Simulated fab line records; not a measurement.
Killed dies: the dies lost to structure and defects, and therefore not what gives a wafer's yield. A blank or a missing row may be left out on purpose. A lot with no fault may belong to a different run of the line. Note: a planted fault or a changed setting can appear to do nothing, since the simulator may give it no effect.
fab line records + flow nand_harc
record:
- lots: 13
- wafers: 39
- last_day: 33
route steps=1302 shown P_GATE@170
lots that met no fault: taken from a fault-free run of the same line
start_h: hours from the record's first day to the start of the lot's first wafer shown + wait_h: hours since the lot's step before + " same as the row above + L1.1+2: a single row standing in for several wafers + - value missing, or start not given + * or withheld: withheld + < > ~ a bound
route shown NAME@n: a module of which the file shows steps, and the number in the route of the first + usual: mean/standard deviation taken from wafers without a fault + same: alike in all rows + chamber/n: place in a boat + sites: readings site by site + _std_site: their standard deviation + _edge_site: the outer-site mean with the inner-site mean subtracted + radius_mm: how far each site lies from the wafer's centre + mask NAME#n: copy n + behind: the tool/chamber that last shaped the wafer + hold: why the lot was held/for how many hours/how that ended + device: the transistor (n, p or np) that didn't switch + end of line: the route-end tests of the same wafers + for a step that has no rows: nothing shown but its recipe + killed: dies lost to structure and defects at the first sort, not the wafer's yield + map: a wafer's dies, marking killed ones x, the rest . and places with no die _
set.NAME: the setting as run; set.NAME@STEP: as run at that earlier step + model.NAME: the simulator's own value behind a step, which no gauge read
the route's steps for a sample of lots (tables are steps, rows are wafers)
services: a tool's chamber out of use, with start hour (start_h, from the record's first day; less than 0 if before it), hours out, and reason
== steps ==
step: NHARC_P_GATE_CD_MEAS_46
recipe:
- target_cd_nm: 720
- landing_energy_ev: 500
usual:
- cd_nm: 720.3/1.3
| lot.wafer | tool      | chamber | start_h | wait_h | cd_nm |
|-----------|-----------|---------|---------|--------|-------|
| L870.2    | cd_sem-02 | 0       | 114.13  | -      | 719.6 |
| L870.4    | "         | 0       | "       | "      | 720.4 |
| L870.6    | "         | 0       | "       | "      | 718.7 |
| L871.1    | cd_sem-03 | 0       | 122.73  | -      | 719.2 |
| L871.5    | "         | 0       | "       | "      | 721.6 |
| L871.6    | "         | 0       | "       | "      | 719.6 |
| L872.1    | cd_sem-02 | 0       | 127.08  | -      | 719.6 |
| L872.2    | "         | 0       | "       | "      | 720.2 |
| L872.3    | "         | 0       | "       | "      | 720.5 |
| L875.1    | cd_sem-01 | 0       | 166.72  | -      | 719.2 |
| L875.2    | "         | 0       | "       | "      | 721.5 |
| L875.6    | "         | 0       | "       | "      | 717.6 |
| L880.1    | cd_sem-02 | 0       | 201.73  | -      | 720.0 |
| L880.2    | "         | 0       | "       | "      | 719.6 |
| L880.6    | "         | 0       | "       | "      | 719.3 |
| L879.2    | cd_sem-02 | 0       | 202.19  | -      | 721.2 |
| L879.3    | "         | 0       | "       | "      | 720.2 |
| L879.4    | "         | 0       | "       | "      | 720.7 |
| L882.2    | cd_sem-03 | 0       | 227.70  | -      | 720.6 |
| L882.4    | "         | 0       | "       | "      | 719.0 |
| L882.6    | "         | 0       | "       | "      | 720.2 |
| L883.1    | cd_sem-02 | 0       | 239.76  | -      | 720.7 |
| L883.2    | "         | 0       | "       | "      | 721.2 |
| L883.3    | "         | 0       | "       | "      | 719.1 |
| L884.4    | cd_sem-03 | 0       | 254.41  | -      | 719.6 |
| L884.5    | "         | 0       | "       | "      | 720.9 |
| L884.6    | "         | 0       | "       | "      | 721.5 |
| L890.1    | cd_sem-01 | 0       | 311.68  | -      | 720.8 |
| L890.5    | "         | 0       | "       | "      | 719.5 |
| L890.6    | "         | 0       | "       | "      | 720.5 |
| L891.1    | cd_sem-01 | 0       | 315.09  | -      | 721.3 |
| L891.4    | "         | 0       | "       | "      | 719.8 |
| L891.6    | "         | 0       | "       | "      | 719.2 |
| L892.1    | cd_sem-02 | 0       | 335.25  | -      | 721.5 |
| L892.5    | "         | 0       | "       | "      | 724.9 |
| L892.6    | "         | 0       | "       | "      | 722.8 |
| L893.2    | cd_sem-01 | 0       | 342.51  | -      | 720.5 |
| L893.4    | "         | 0       | "       | "      | 720.0 |
| L893.6    | "         | 0       | "       | "      | 719.8 |
step: NHARC_P_GATE_DESCUM_61
recipe:
- time_s: 3
- o2_flow_sccm: 200
- ar_flow_sccm: 0
- bias_power_w: 0
- chemistry: O2
usual:
- chamber_pressure_mTorr: 60.00/0.053
- drypump_motor_current_A: 5.9/0.41
- oes_product_au: 1.005/0.0077
- rf_vpp_V: 57.9/0.77
- showerhead_plenum_p_Torr: 1.94/0.088
- throttle_valve_pct: 11.312/0.0093
| lot.wafer | tool        | chamber | start_h | wait_h | chamber_pressure_mTorr | drypump_motor_current_A | oes_product_au | rf_hours_counter_h | rf_vpp_V | showerhead_plenum_p_Torr | throttle_valve_pct |
|-----------|-------------|---------|---------|--------|------------------------|-------------------------|----------------|--------------------|----------|--------------------------|--------------------|
| L870.4    | rie_diel-13 | 0       | 116.06  | -      | 60.01                  | 6.2                     | 0.993          | 7                  | 58.2     | 1.99                     | 11.320             |
| L870.2    | "           | 2       | "       | "      | 59.96                  | 5.8                     | 1.012          | 6                  | 57.8     | 1.95                     | 11.319             |
| L870.6    | "           | 3       | "       | "      | 60.13                  | 6.1                     | 0.997          | -                  | 57.0     | 2.04                     | 11.316             |
| L871.1    | rie_diel-02 | 0       | 124.93  | -      | 59.95                  | 5.2                     | 0.992          | 4                  | 57.6     | 1.85                     | 11.308             |
| L871.6    | "           | 2       | "       | "      | 59.97                  | 6.3                     | 0.995          | -                  | 58.6     | 2.03                     | 11.317             |
| L871.5    | "           | 3       | "       | "      | 59.90                  | 5.3                     | 0.997          | -                  | 58.7     | 1.81                     | 11.325             |
| L872.1    | rie_diel-02 | 3       | 129.18  | -      | 60.04                  | 5.4                     | 1.006          | 4                  | 58.1     | 1.81                     | 11.310             |
| L872.2    | "           | 0       | "       | "      | 59.98                  | 5.2                     | 1.003          | 4                  | 58.3     | 1.85                     | 11.318             |
| L872.3    | "           | 1       | "       | "      | 60.01                  | 5.0                     | 1.003          | 4                  | 57.7     | 2.06                     | 11.321             |
| L875.2    | rie_diel-09 | 1       | 168.52  | -      | 60.04                  | 6.1                     | 0.987          | 2                  | 58.9     | 1.89                     | 11.320             |
| L875.1    | "           | 2       | "       | "      | 60.00                  | 5.3                     | 1.008          | 2                  | 57.1     | 1.81                     | 11.303             |
| L875.6    | "           | 2       | "       | "      | 59.95                  | 5.4                     | 0.996          | -                  | 57.3     | 1.81                     | 11.336             |
| L880.2    | rie_diel-09 | 1       | 203.54  | -      | 60.04                  | 6.2                     | 0.998          | 4                  | 56.6     | 1.89                     | 11.302             |
| L880.1    | "           | 2       | "       | "      | 59.93                  | 5.3                     | 1.021          | 4                  | 57.9     | 1.81                     | 11.308             |
| L880.6    | "           | 1       | "       | "      | 60.00                  | 6.2                     | 0.999          | -                  | 57.8     | 1.89                     | 11.300             |
| L879.3    | rie_diel-13 | 3       | 204.13  | -      | 60.10                  | 6.1                     | 1.011          | 1                  | 58.0     | 2.04                     | 11.303             |
| L879.4    | "           | 1       | "       | "      | 59.92                  | 6.3                     | 0.998          | 1                  | 58.0     | 1.87                     | 11.319             |
| L879.2    | "           | 2       | "       | "      | 59.97                  | 5.8                     | 1.002          | 1                  | 59.0     | 1.95                     | 11.305             |
| L882.4    | rie_diel-13 | 0       | 229.48  | -      | 60.08                  | 6.2                     | 1.000          | 3                  | 58.5     | 1.99                     | 11.323             |
| L882.2    | "           | 3       | "       | "      | 60.05                  | 6.1                     | 1.011          | 3                  | 59.0     | 2.04                     | 11.321             |
| L882.6    | "           | 0       | "       | "      | 59.89                  | 6.2                     | 1.013          | -                  | 58.3     | 1.99                     | 11.312             |
| L883.2    | rie_diel-13 | 3       | 241.70  | -      | 59.99                  | 6.1                     | 1.010          | 3                  | 57.7     | 2.04                     | 11.307             |
| L883.1    | "           | 0       | "       | "      | 59.98                  | 6.2                     | 0.995          | 3                  | 58.2     | 1.99                     | 11.303             |
| L883.3    | "           | 2       | "       | "      | 60.13                  | 5.8                     | 1.013          | 3                  | 56.9     | 1.95                     | 11.315             |
| L884.4    | rie_diel-09 | 2       | 256.31  | -      | 60.00                  | 5.4                     | 1.007          | 10                 | 57.9     | 1.81                     | 11.319             |
| L884.5    | "           | 2       | "       | "      | 60.00                  | 5.4                     | 1.002          | -                  | 58.3     | 1.81                     | 11.305             |
| L884.6    | "           | 3       | "       | "      | 60.03                  | 6.1                     | 1.014          | -                  | 57.2     | 1.97                     | 11.312             |
| L890.1    | rie_diel-02 | 0       | 313.50  | -      | 60.03                  | 5.1                     | 0.999          | 3                  | 57.4     | 1.85                     | 11.302             |
| L890.5    | "           | 1       | "       | "      | 59.92                  | 5.0                     | 1.008          | -                  | 59.6     | 2.05                     | 11.316             |
| L890.6    | "           | 2       | "       | "      | 59.92                  | 6.3                     | 1.011          | -                  | 58.2     | 2.03                     | 11.325             |
| L891.4    | rie_diel-09 | 2       | 317.05  | -      | 59.99                  | 5.3                     | 1.015          | 13                 | 58.2     | 1.81                     | 11.319             |
| L891.1    | "           | 3       | "       | "      | 60.05                  | 6.1                     | 1.007          | 13                 | 58.1     | 1.97                     | 11.324             |
| L891.6    | "           | 1       | "       | "      | 59.96                  | 6.2                     | 1.012          | -                  | 56.9     | 1.89                     | 11.314             |
| L892.1    | rie_diel-09 | 3       | 337.10  | -      | 59.98                  | 6.1                     | 1.000          | 1                  | 58.8     | 1.97                     | 11.310             |
| L892.6    | "           | 2       | "       | "      | 59.99                  | 5.3                     | 1.003          | -                  | 58.7     | 1.80                     | 11.315             |
| L892.5    | "           | 3       | "       | "      | 59.97                  | 6.0                     | 0.999          | -                  | 57.3     | 1.97                     | 11.317             |
| L893.4    | rie_diel-02 | 1       | 344.32  | -      | 60.14                  | 5.1                     | 1.011          | 5                  | 58.3     | 2.05                     | 11.313             |
| L893.2    | "           | 2       | "       | "      | 59.98                  | 6.3                     | 1.005          | 4                  | 56.6     | 2.03                     | 11.332             |
| L893.6    | "           | 3       | "       | "      | 60.06                  | 5.3                     | 1.009          | -                  | 57.8     | 1.81                     | 11.300             |
step: NHARC_P_GATE_EXPOSE_88
recipe:
- na: 0.6
- target_cd_nm: 2000
- dose_mj: 11.87
- mask_id: P_HVN
usual:
- exposure_dose_mJ_cm2: 11.871/0.013
- reticle_temp_C: 23.01/0.1
| lot.wafer | tool           | chamber | start_h | wait_h | mask    | exposure_dose_mJ_cm2 | reticle_temp_C |
|-----------|----------------|---------|---------|--------|---------|----------------------|----------------|
| L870.2    | krf_scanner-01 | 0       | 117.45  | -      | P_HVN#0 | 11.878               | 23.04          |
| L870.4    | "              | 0       | "       | "      | P_HVN#0 | 11.875               | 23.00          |
| L870.6    | "              | 0       | "       | "      | P_HVN#0 | 11.874               | 23.15          |
| L871.1    | krf_scanner-03 | 0       | 126.30  | -      | P_HVN#0 | 11.867               | 22.95          |
| L871.5    | "              | 0       | "       | "      | P_HVN#0 | 11.857               | 23.03          |
| L871.6    | "              | 0       | "       | "      | P_HVN#0 | 11.845               | 23.15          |
| L872.1    | krf_scanner-03 | 0       | 130.43  | -      | P_HVN#0 | 11.897               | 22.99          |
| L872.2    | "              | 0       | "       | "      | P_HVN#0 | 11.892               | 23.00          |
| L872.3    | "              | 0       | "       | "      | P_HVN#0 | 11.894               | 23.03          |
| L875.1    | krf_scanner-01 | 0       | 169.79  | -      | P_HVN#0 | 11.850               | 22.83          |
| L875.2    | "              | 0       | "       | "      | P_HVN#0 | 11.854               | 22.96          |
| L875.6    | "              | 0       | "       | "      | P_HVN#0 | 11.865               | 23.07          |
| L880.1    | krf_scanner-03 | 0       | 204.79  | -      | P_HVN#0 | 11.888               | 23.14          |
| L880.2    | "              | 0       | "       | "      | P_HVN#0 | 11.870               | 22.94          |
| L880.6    | "              | 0       | "       | "      | P_HVN#0 | 11.871               | 23.14          |
| L879.2    | krf_scanner-03 | 0       | 205.40  | -      | P_HVN#0 | 11.864               | 22.93          |
| L879.3    | "              | 0       | "       | "      | P_HVN#0 | 11.848               | 22.83          |
| L879.4    | "              | 0       | "       | "      | P_HVN#0 | 11.869               | 22.95          |
| L882.2    | krf_scanner-01 | 0       | 230.87  | -      | P_PSD#0 | 11.858               | 23.15          |
| L882.4    | "              | 0       | "       | "      | P_PSD#0 | 11.853               | 23.13          |
| L882.6    | "              | 0       | "       | "      | P_PSD#0 | 11.865               | 23.19          |
| L883.1    | krf_scanner-02 | 0       | 243.09  | -      | P_HVN#0 | 11.878               | 23.11          |
| L883.2    | "              | 0       | "       | "      | P_HVN#0 | 11.894               | 23.06          |
| L883.3    | "              | 0       | "       | "      | P_HVN#0 | 11.879               | 23.05          |
| L884.4    | krf_scanner-01 | 0       | 257.71  | -      | P_HVN#0 | 11.862               | 23.03          |
| L884.5    | "              | 0       | "       | "      | P_HVN#0 | 11.864               | 23.00          |
| L884.6    | "              | 0       | "       | "      | P_HVN#0 | 11.860               | 23.09          |
| L890.1    | krf_scanner-02 | 0       | 314.97  | -      | P_HVN#0 | 11.875               | 22.99          |
| L890.5    | "              | 0       | "       | "      | P_HVN#0 | 11.887               | 23.02          |
| L890.6    | "              | 0       | "       | "      | P_HVN#0 | 11.872               | 23.15          |
| L891.1    | krf_scanner-02 | 0       | 318.32  | -      | P_HVN#0 | 11.882               | 23.03          |
| L891.4    | "              | 0       | "       | "      | P_HVN#0 | 11.871               | 23.06          |
| L891.6    | "              | 0       | "       | "      | P_HVN#0 | 11.877               | 23.05          |
| L892.1    | krf_scanner-01 | 0       | 338.47  | -      | P_HVN#0 | 11.878               | 22.92          |
| L892.5    | "              | 0       | "       | "      | P_HVN#0 | 11.866               | 23.05          |
| L892.6    | "              | 0       | "       | "      | P_HVN#0 | 11.854               | 23.00          |
| L893.2    | krf_scanner-02 | 0       | 345.69  | -      | P_HVN#0 | 11.866               | 22.82          |
| L893.4    | "              | 0       | "       | "      | P_HVN#0 | 11.866               | 22.97          |
| L893.6    | "              | 0       | "       | "      | P_HVN#0 | 11.889               | 23.08          |
step: NHARC_P_GATE_CD_MEAS_91
recipe:
- target_cd_nm: 2000
- landing_energy_ev: 500
usual:
- cd_nm: 1999.5/1.3
| lot.wafer | tool      | chamber | start_h | wait_h | cd_nm  |
|-----------|-----------|---------|---------|--------|--------|
| L870.2    | cd_sem-03 | 0       | 117.61  | -      | 2002.0 |
| L870.4    | "         | 0       | "       | "      | 2001.5 |
| L870.6    | "         | 0       | "       | "      | 2000.8 |
| L871.1    | cd_sem-01 | 0       | 126.45  | -      | 1999.8 |
| L871.5    | "         | 0       | "       | "      | 1997.8 |
| L871.6    | "         | 0       | "       | "      | 1999.1 |
| L872.1    | cd_sem-03 | 0       | 130.59  | -      | 2000.2 |
| L872.2    | "         | 0       | "       | "      | 1999.5 |
| L872.3    | "         | 0       | "       | "      | 1999.0 |
| L875.1    | cd_sem-02 | 0       | 169.94  | -      | 2000.1 |
| L875.2    | "         | 0       | "       | "      | 1997.5 |
| L875.6    | "         | 0       | "       | "      | 1999.3 |
| L880.1    | cd_sem-01 | 0       | 204.95  | -      | 2000.2 |
| L880.2    | "         | 0       | "       | "      | 2000.9 |
| L880.6    | "         | 0       | "       | "      | 1999.0 |
| L879.2    | cd_sem-03 | 0       | 205.56  | -      | 1999.8 |
| L879.3    | "         | 0       | "       | "      | 2000.5 |
| L879.4    | "         | 0       | "       | "      | 2001.8 |
| L882.2    | cd_sem-03 | 0       | 231.02  | -      | -      |
| L882.4    | "         | 0       | "       | "      | -      |
| L882.6    | "         | 0       | "       | "      | -      |
| L883.1    | cd_sem-01 | 0       | 243.24  | -      | 2000.8 |
| L883.2    | "         | 0       | "       | "      | 2002.3 |
| L883.3    | "         | 0       | "       | "      | 2000.0 |
| L884.4    | cd_sem-03 | 0       | 257.86  | -      | 2000.7 |
| L884.5    | "         | 0       | "       | "      | 2001.5 |
| L884.6    | "         | 0       | "       | "      | 2001.3 |
| L890.1    | cd_sem-02 | 0       | 315.13  | -      | 2000.5 |
| L890.5    | "         | 0       | "       | "      | 2001.0 |
| L890.6    | "         | 0       | "       | "      | 1999.3 |
| L891.1    | cd_sem-02 | 0       | 318.47  | -      | 1997.6 |
| L891.4    | "         | 0       | "       | "      | 1997.6 |
| L891.6    | "         | 0       | "       | "      | 1998.4 |
| L892.1    | cd_sem-01 | 0       | 338.62  | -      | 1998.2 |
| L892.5    | "         | 0       | "       | "      | 1998.0 |
| L892.6    | "         | 0       | "       | "      | 1999.1 |
| L893.2    | cd_sem-02 | 0       | 345.84  | -      | 2000.1 |
| L893.4    | "         | 0       | "       | "      | 2000.0 |
| L893.6    | "         | 0       | "       | "      | 1998.6 |
step: NHARC_P_GATE_STRIP_95
recipe:
- power_w: 1500
- temp_c: 250
- chemistry: O2
usual:
- drypump_motor_current_A: 5.4/0.37
- heater_power_w: 318/27
| lot.wafer | tool            | chamber | start_h | wait_h | drypump_motor_current_A | heater_power_w | rf_hours_counter_h |
|-----------|-----------------|---------|---------|--------|-------------------------|----------------|--------------------|
| L870.2    | plasma_asher-02 | 1       | 118.86  | 0.6    | 5.5                     | 328            | 33                 |
| L870.4    | "               | 0       | "       | "      | 5.6                     | 334            | -                  |
| L870.6    | "               | 0       | "       | "      | 5.6                     | 336            | -                  |
| L871.1    | plasma_asher-01 | 1       | 127.71  | 0.5    | 5.9                     | 283            | 26                 |
| L871.5    | "               | 0       | "       | "      | 4.8                     | 304            | -                  |
| L871.6    | "               | 1       | "       | "      | 5.8                     | 286            | -                  |
| L872.1    | plasma_asher-01 | 0       | 131.86  | 0.6    | 4.8                     | 306            | 28                 |
| L872.2    | "               | 1       | "       | "      | 5.8                     | 292            | 28                 |
| L872.3    | "               | 0       | "       | "      | 4.8                     | 290            | -                  |
| L875.1    | plasma_asher-02 | 1       | 171.42  | 0.6    | 5.5                     | 348            | 9                  |
| L875.2    | "               | 0       | "       | "      | 5.6                     | 346            | 9                  |
| L875.6    | "               | 1       | "       | "      | 5.5                     | 346            | -                  |
| L880.1    | plasma_asher-01 | 0       | 206.20  | 0.6    | 4.8                     | 280            | 7                  |
| L880.2    | "               | 1       | "       | "      | 5.8                     | 305            | 7                  |
| L880.6    | "               | 0       | "       | "      | 4.9                     | 281            | -                  |
| L879.2    | plasma_asher-02 | 1       | 206.80  | 0.6    | 5.5                     | 350            | 18                 |
| L879.4    | "               | 1       | "       | "      | 5.5                     | 353            | -                  |
| L879.3    | "               | 0       | "       | "      | 5.6                     | 338            | -                  |
| L882.2    | plasma_asher-02 | 0       | 232.25  | 0.6    | 5.6                     | 334            | 22                 |
| L882.4    | "               | 0       | "       | "      | 5.6                     | 339            | -                  |
| L882.6    | "               | 0       | "       | "      | 5.6                     | 340            | -                  |
| L883.1    | plasma_asher-01 | 1       | 244.50  | 0.6    | 5.8                     | 303            | 15                 |
| L883.2    | "               | 0       | "       | "      | 4.9                     | 285            | 15                 |
| L883.3    | "               | 1       | "       | "      | 5.8                     | 296            | -                  |
| L884.4    | plasma_asher-02 | 0       | 259.14  | 0.4    | 5.6                     | 334            | -                  |
| L884.6    | "               | 0       | "       | "      | 5.6                     | 335            | -                  |
| L884.5    | "               | 1       | "       | "      | 5.5                     | 352            | -                  |
| L890.1    | plasma_asher-01 | 0       | 316.71  | 0.6    | 4.8                     | 283            | 30                 |
| L890.6    | "               | 0       | "       | "      | 4.8                     | 281            | -                  |
| L890.5    | "               | 1       | "       | "      | 5.8                     | 312            | -                  |
| L891.1    | plasma_asher-01 | 0       | 319.73  | 0.5    | 4.8                     | 283            | 31                 |
| L891.4    | "               | 1       | "       | "      | 5.8                     | 306            | -                  |
| L891.6    | "               | 0       | "       | "      | 4.8                     | 288            | -                  |
| L892.1    | plasma_asher-01 | 0       | 339.87  | 0.5    | 4.8                     | 284            | 34                 |
| L892.5    | "               | 1       | "       | "      | 5.8                     | 303            | -                  |
| L892.6    | "               | 0       | "       | "      | 4.8                     | 284            | -                  |
| L893.2    | plasma_asher-02 | 1       | 347.36  | 0.6    | 5.5                     | 343            | 7                  |
| L893.4    | "               | 0       | "       | "      | 5.6                     | 348            | -                  |
| L893.6    | "               | 1       | "       | "      | 5.5                     | 342            | -                  |
== services ==
| tool            | chamber | start_h | hours | kind   |
|-----------------|---------|---------|-------|--------|
| krf_scanner-02  | -       | 94.07   | 4.0   | pm     |
| krf_scanner-02  | -       | 106.38  | 1.6   | repair |
| rie_diel-09     | 1       | 127.52  | 2.6   | repair |
| plasma_asher-02 | -       | 130.93  | 9.0   | pm     |
| krf_scanner-01  | -       | 140.00  | 4.0   | pm     |
| rie_diel-09     | -       | 143.10  | 9.0   | pm     |
| rie_diel-13     | 3       | 156.05  | 14.0  | repair |
| rie_diel-13     | -       | 165.00  | 9.0   | pm     |
| plasma_asher-01 | -       | 165.19  | 9.0   | pm     |
| krf_scanner-01  | -       | 180.96  | 0.2   | repair |
| rie_diel-09     | -       | 209.94  | 1.5   | repair |
| rie_diel-02     | -       | 213.62  | 30.7  | repair |
| krf_scanner-01  | -       | 218.27  | 0.2   | repair |
| krf_scanner-03  | -       | 224.38  | 4.0   | pm     |
| krf_scanner-01  | -       | 253.36  | 0.8   | repair |
| rie_diel-13     | 3       | 255.16  | 5.2   | repair |
| krf_scanner-02  | -       | 261.26  | 16.5  | repair |
| krf_scanner-02  | -       | 277.79  | 4.0   | pm     |
| krf_scanner-01  | -       | 286.70  | 1.2   | repair |
| krf_scanner-01  | -       | 290.21  | 0.3   | repair |
| plasma_asher-02 | -       | 307.93  | 9.0   | pm     |
| krf_scanner-01  | -       | 312.00  | 4.0   | pm     |
| rie_diel-09     | -       | 320.10  | 9.0   | pm     |
| plasma_asher-01 | -       | 342.19  | 9.0   | pm     |
== key ==
first_sign:
- step: NHARC_P_GATE_EXPOSE_88
- reading: mask
- direction: changed
effect:
- step: NHARC_P_GATE_CD_MEAS_91
- reading: cd_nm
- direction: missing
met_at NHARC_P_GATE_EXPOSE_88
struck_lots L882
later_rows_left_out L882.2,L882.4,L882.6
sort_left_out L882.2,L882.4,L882.6
tester_left_out L882
not_acting_at NHARC_P_GATE_CD_MEAS_46,NHARC_P_GATE_DESCUM_61,NHARC_P_GATE_STRIP_95
onset_between 169.79 230.87
fault:
- kind: wrong_mask
- tool: any
- chamber: -
- onset_h: 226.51
- steps: NHARC_P_GATE_EXPOSE_88
- aux_copy: P_PSD#0
- scope: struck_lots_only
tester_left_out: of these lots the tester's yield and bins aren't shown, on N5 and GAA mostly nor the transistor test; their killed dies are dies lost to structure and defects alone, not to doping, threshold or leakage, so they don't give the yield
sort_left_out: the simulated sort isn't trusted on such a fault, so these wafers' sort isn't shown, and their yield isn't known
later_rows_left_out: the simulator's readings of these wafers behind a module that went badly wrong aren't trusted and aren't shown, but for the sort
